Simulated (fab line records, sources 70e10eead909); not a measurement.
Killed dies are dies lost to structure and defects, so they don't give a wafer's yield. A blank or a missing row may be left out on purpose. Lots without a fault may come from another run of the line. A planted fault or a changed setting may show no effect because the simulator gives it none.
Tool commonality check | flow nand_harc | 2 lots, 6 wafers sampled

WHY IT WAS OPENED
At NHARC_END_SORT_01 the reading killed_at_array is flagged on 2 of 2 lots. Wafers without a fault read 27, standard deviation 12.
Rule: a lot is flagged when every wafer of it that has a number lies more than 4 standard deviations from that mean, or none has a number. The other lots count as sound.

lot  | measured     | on        | killed_at_array, wafer by wafer | flag
L474 | day 24 11:00 | prober-01 | 116 118 122                     | FLAGGED
L471 | day 24 12:33 | prober-02 | 119 114 120                     | FLAGGED
The numbers of the flagged lots are 118 on average: +91 against the usual, or +8 standard deviations.

WHICH TOOL RAN EACH LOT
The record holds 4 process steps before the reading, out of a route of 1159 steps. In each cell: the tool, then ch and the chambers that the sampled wafers went through, then the start.
lot  | flag    | NHARC_A_CHANNEL_FILL_D1_ALD_03      | NHARC_A_BONDPAD_PVD_17                  | NHARC_A_BONDPAD_PVD_27                  | NHARC_THIN_TSV_ANNEAL_52
L474 | FLAGGED | ald_sin_batch-01 ch 0, day 13 07:22 | pvd_sputter-03, day 24 00:37 or earlier | pvd_sputter-03, day 24 00:37 or earlier | rtp_anneal-01 ch 0, day 24 00:37
L471 | FLAGGED | ald_sin_batch-01 ch 0, day 13 03:11 | pvd_sputter-02, day 23 23:50 or earlier | pvd_sputter-02, day 23 23:50 or earlier | rtp_anneal-02 ch 0, day 23 23:50
What these steps do:
- NHARC_A_CHANNEL_FILL_D1_ALD_03: deposits SiNx, target thk 6 nm, pulse time 60 s, ald cycles 58.
- NHARC_A_BONDPAD_PVD_17: deposits TaN, target thk 5 nm, time 8.06 s.
- NHARC_A_BONDPAD_PVD_27: deposits Cu, target thk 30 nm, time 20.49 s.
- NHARC_THIN_TSV_ANNEAL_52: time 90 s.
- NHARC_END_SORT_01

FLAGGED OVER TOTAL, TOOL BY TOOL (the gauges that took the reading come last)
step                           | tool             | lots run | flagged | share of the flagged lots | sound lots run after its first flagged lot
NHARC_A_CHANNEL_FILL_D1_ALD_03 | ald_sin_batch-01 | 2        | 2       | all                       | 0
NHARC_A_BONDPAD_PVD_17         | pvd_sputter-02   | 1        | 1       | some                      | 0
NHARC_A_BONDPAD_PVD_17         | pvd_sputter-03   | 1        | 1       | some                      | 0
NHARC_A_BONDPAD_PVD_27         | pvd_sputter-02   | 1        | 1       | some                      | 0
NHARC_A_BONDPAD_PVD_27         | pvd_sputter-03   | 1        | 1       | some                      | 0
NHARC_THIN_TSV_ANNEAL_52       | rtp_anneal-01    | 1        | 1       | some                      | 0
NHARC_THIN_TSV_ANNEAL_52       | rtp_anneal-02    | 1        | 1       | some                      | 0
NHARC_END_SORT_01              | prober-01        | 1        | 1       | some                      | 0
NHARC_END_SORT_01              | prober-02        | 1        | 1       | some                      | 0
NHARC_A_BONDPAD_PVD_17 gives no start for some lots, so the hours and the order of its lots are those of NHARC_THIN_TSV_ANNEAL_52. NHARC_A_BONDPAD_PVD_27 gives no start for some lots, so the hours and the order of its lots are those of NHARC_THIN_TSV_ANNEAL_52.

WHAT THE TABLE ALLOWS
1 row of the table ran every flagged lot: ald_sin_batch-01 at NHARC_A_CHANNEL_FILL_D1_ALD_03.
- ald_sin_batch-01 at NHARC_A_CHANNEL_FILL_D1_ALD_03: 2 of its 2 lots flagged. It ran no sound lot before its first flagged lot in this sample, so the start can't be narrowed down.
One tool is left: ald_sin_batch-01 at NHARC_A_CHANNEL_FILL_D1_ALD_03.

WHAT THE SIMULATOR HAD PUT IN
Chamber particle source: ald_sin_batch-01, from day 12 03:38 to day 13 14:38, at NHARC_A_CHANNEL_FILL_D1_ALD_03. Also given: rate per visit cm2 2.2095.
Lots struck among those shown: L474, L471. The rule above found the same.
